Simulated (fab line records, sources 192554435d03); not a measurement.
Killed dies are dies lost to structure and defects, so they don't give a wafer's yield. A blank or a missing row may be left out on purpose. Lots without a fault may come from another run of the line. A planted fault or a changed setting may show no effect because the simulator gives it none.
A struck lot beside a sound one | flow n5_finfet | 39 steps out of a route of 1938
Sound: wafers L380.2, L380.4, L380.5. Struck: wafers L392.1, L392.3, L392.6. The cause comes at the end.
At each step with rows: each side's tool, then ch and its chambers, then its first start. Under that, the readings that differ: sound wafers | struck wafers | difference of the means | sigmas: that difference in standard deviations of wafers without a fault.
alike: readings whose means differ by less than 2 such deviations, and words and numbers that are the same on both sides. not compared: withheld readings, readings that some wafer has no value for, bounds like >300 that may hide the same value, and numbers for which the record gives no deviation and whose values overlap.
The two part at a step that has a row with sigmas, a row that says differs or no value, or rows on one side only. Numbers that don't overlap but have no deviation are shown without sigmas and don't part them. A reading that every wafer of one side lacks parts them only if that side has two wafers or more.

first, 9 steps without rows for these wafers: N5_BEOL_M4_ANNEAL_95 (time 240 s); N5_BEOL_M4_SPUTTER_96 (material Cu, target thk 4.5 nm, time 8.29 s); N5_BEOL_M4_ECD_50 (material Cu, target thk 300 nm); N5_BEOL_M4_ANNEAL_51 (time 90 s); N5_BEOL_M4_CMP_52 (polishes, stops on SiOC, t overpolish 6.8 s, target thk 40 nm); N5_BEOL_M4_PRE_CLEAN_60 (time 15 s); N5_BEOL_M4_CO_CAP_55 (material Co, precursor CCTBA/H2, target thk 2 nm, time 102.1 s); N5_BEOL_M4_PRE_CLEAN_56 (time 15 s); N5_BEOL_M4_DEP_57 (deposits SiCN from 3MS/NH3, target thk 8 nm, time 14 s).
N5_BEOL_M4_RC_MEAS_101:
  sound on prober-01 ch 0, day 10 01:50; struck on prober-02 ch 0, day 12 11:07
  alike: DIBL_N, DIBL_P, IOFF_N, IOFF_P, ION_N, ION_P, SS_N, SS_P, VT_N, VT_P
then, 24 steps without rows for these wafers: N5_BEOL_M5_ILD_DEP_00 (deposits SiCOH lowk from DEMS/porogen, target thk 140.64 nm, time 25.9 s); N5_BEOL_M5_CURE_79 (cures SiCOH lowk, time 240 s); N5_BEOL_M5_PECVD_70 (deposits SiO2 from TEOS/O2, target thk 16 nm, time 18 s); N5_BEOL_M5_HM_DEP_02 (deposits TiN, target thk 20 nm); N5_BEOL_M5_COAT_59 (time 60 s, resist thk 60 nm); N5_BEOL_M5_COAT_60 (time 60 s, resist thk 12 nm); N5_BEOL_M5_COAT_71 (time 60 s, resist thk 5 nm); N5_BEOL_M5_COAT_05 (resist thk 30 nm); N5_BEOL_M5_EBR_07; N5_BEOL_M5_SOFTBAKE_06 (time 60 s); N5_BEOL_M5_EXPOSE_08 (exposes mask M5, target cd 28 nm); N5_BEOL_M5_PEB_09 (peb time 60 s); N5_BEOL_M5_DEVELOP_10 (develop time 30 s); N5_BEOL_M5_DESCUM_16 (chemistry O2, time 7 s); N5_BEOL_M5_ETCH_72 (etches underlayer in N2/H2, target depth 6.5 nm, time 5.2 s); N5_BEOL_M5_ETCH_61 (etches SiARC in CF4, target depth 15.6 nm, time 26 s); N5_BEOL_M5_ETCH_62 (etches SOC in N2/H2, target depth 75 nm, overetch 15 nm, time 112.5 s); N5_BEOL_M5_STRIP_63 (strips in N2/H2); N5_BEOL_M5_STRIP_73 (strips in N2/H2); N5_BEOL_M5_STRIP_64 (strips in CF4); N5_BEOL_M5_HM_OPEN_17 (chemistry Cl2/BCl3, target TiN, target depth 20 nm, overetch 6 nm); N5_BEOL_M5_STRIP_19 (strips in O2); N5_BEOL_M5_COAT_65 (time 60 s, resist thk 60 nm); N5_BEOL_M5_COAT_66 (time 60 s, resist thk 12 nm).
-- the record jumps here: 4 days lie between the struck wafers' starts before and after (it left off in module BEOL_M5 and takes up again in module BEOL_M12, whose first step shown is number 1648 of the route) --
N5_BEOL_M12_SPUTTER_43: material TaN, target thk 15 nm, time 24.19 s.
  sound on pvd_sputter-02, day 13 07:55; struck on pvd_sputter-02, day 16 06:29
  no value came back on the struck wafers for bias_v (V), cathode_dc_power_W (W), throttle_valve_pct (%); on the sound wafers bias_v (V) reads 168.2 171.1 170.6
N5_BEOL_M12_CMP_49: polishes, stops on SiOC, t overpolish 20.6 s, target thk 320 nm.
  sound on cmp-04 ch 0,2,3, day 13 09:19; struck on cmp-04 ch 0,2,3, day 16 07:23
  reading                                 | sound           | struck            | difference | sigmas
  barrier_field_endpoint_s (s)            | 31.5 30.9 31.2  | 12.6 12.1 12.0    | -19.0      | -23
  model.Cu_of_BEOL_M12_ECD_47.thk_nm (nm) | 321.6 319 318.4 | 339.8 329.2 339.2 | +16.4      |
  alike: clearing_platen_rpm, motor_current_A
  not compared: pad_life_wafers
N5_BEOL_M12_THK_MEAS_50: measures by xrf.
  sound on film_metro-01, day 13 09:32; struck on film_metro-01, day 16 07:41
  reading      | sound       | struck      | difference | sigmas
  M12_THK (nm) | 316 313 311 | 337 326 335 | +19        | +4
N5_BEOL_M12_RS_MEAS_54: measures by four-point-probe.
  sound on film_metro-01, day 13 09:40; struck on film_metro-02, day 16 07:49
  reading         | sound                | struck               | difference | sigmas
  M12_RS (ohm/sq) | 0.0597 0.0601 0.0605 | 0.0564 0.0583 0.0565 | -0.0030    | -4
N5_PASSIVATION_PROBE_49:
  the record has rows for the struck wafers here (prober-01, day 17 17:04) and none for the sound ones

WHERE THEY PART
First at N5_BEOL_M12_SPUTTER_43; last, within this record, at N5_PASSIVATION_PROBE_49.

WHY: what the simulator had put in
Skipped step whole: pvd_sputter-02, from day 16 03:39 on, at N5_BEOL_M12_SPUTTER_43. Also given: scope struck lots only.
